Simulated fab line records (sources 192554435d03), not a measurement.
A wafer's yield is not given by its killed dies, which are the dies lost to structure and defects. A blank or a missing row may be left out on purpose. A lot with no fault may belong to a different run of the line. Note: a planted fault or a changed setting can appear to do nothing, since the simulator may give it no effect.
Chamber matching :: flow n5Finfet :: rieDiel-01 running N5_BEOL_M1_DESCUM_33: 4 sister chambers
The step chemistry O2, time 7 s. 4 wafers are shown with their chamber, then 12 later ones without.

## WAFERS WITH THEIR CHAMBER
wafer: L083.6
chamber: 0
drypumpMotorCurrentA (A): 5.6

wafer: L090.2
chamber: 3
drypumpMotorCurrentA (A): 6.1

wafer: L090.3
chamber: 1
drypumpMotorCurrentA (A): 5.7

wafer: L090.5
chamber: 2
drypumpMotorCurrentA (A): 5.8

## WAFERS WHOSE CHAMBER IS MISSING
wafer: L093.1
drypumpMotorCurrentA (A): 5.8

wafer: L093.2
drypumpMotorCurrentA (A): 6.2

wafer: L093.3
drypumpMotorCurrentA (A): 5.7

wafer: L093.4
drypumpMotorCurrentA (A): 5.7

wafer: L093.5
drypumpMotorCurrentA (A): 5.8

wafer: L093.6
drypumpMotorCurrentA (A): 6.2

wafer: L095.1
drypumpMotorCurrentA (A): 5.8

wafer: L095.2
drypumpMotorCurrentA (A): 6.2

wafer: L095.3
drypumpMotorCurrentA (A): 5.8

wafer: L095.4
drypumpMotorCurrentA (A): 5.8

wafer: L095.5
drypumpMotorCurrentA (A): 6.2

wafer: L095.6
drypumpMotorCurrentA (A): 5.7

## THE CHAMBER EACH PASSED THROUGH
wafer: L093.1
from the rows above: can't be placed: 2 or 1
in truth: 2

wafer: L093.2
from the rows above: 3
in truth: 3

wafer: L093.3
from the rows above: can't be placed: 1 or 2 or 0
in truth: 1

wafer: L093.4
from the rows above: can't be placed: 1 or 2 or 0
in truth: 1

wafer: L093.5
from the rows above: can't be placed: 2 or 1
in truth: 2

wafer: L093.6
from the rows above: 3
in truth: 3

wafer: L095.1
from the rows above: can't be placed: 2 or 1
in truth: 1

wafer: L095.2
from the rows above: 3
in truth: 3

wafer: L095.3
from the rows above: can't be placed: 2 or 1
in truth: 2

wafer: L095.4
from the rows above: can't be placed: 2 or 1
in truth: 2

wafer: L095.5
from the rows above: 3
in truth: 3

wafer: L095.6
from the rows above: can't be placed: 1 or 2 or 0
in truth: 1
Placed correctly: 4 of 12. Can't be placed from these rows: 8 (the true chamber is among the candidates in 8). 0 placed wrongly.
How it was worked out, from the rows above alone: a wafer's distance from a chamber is the root of the sum, over the readings, of the square of ((its reading less the chamber's mean) divided by the reading's scatter). The wafer belongs to the nearest chamber; if the next one is less than 2 further off, it can't be placed. For every chamber, the mean is computed from those of its wafers that are shown. The scatter: root of mean squared gap, hidden wafer to nearest shown wafer, with one shown wafer a chamber.
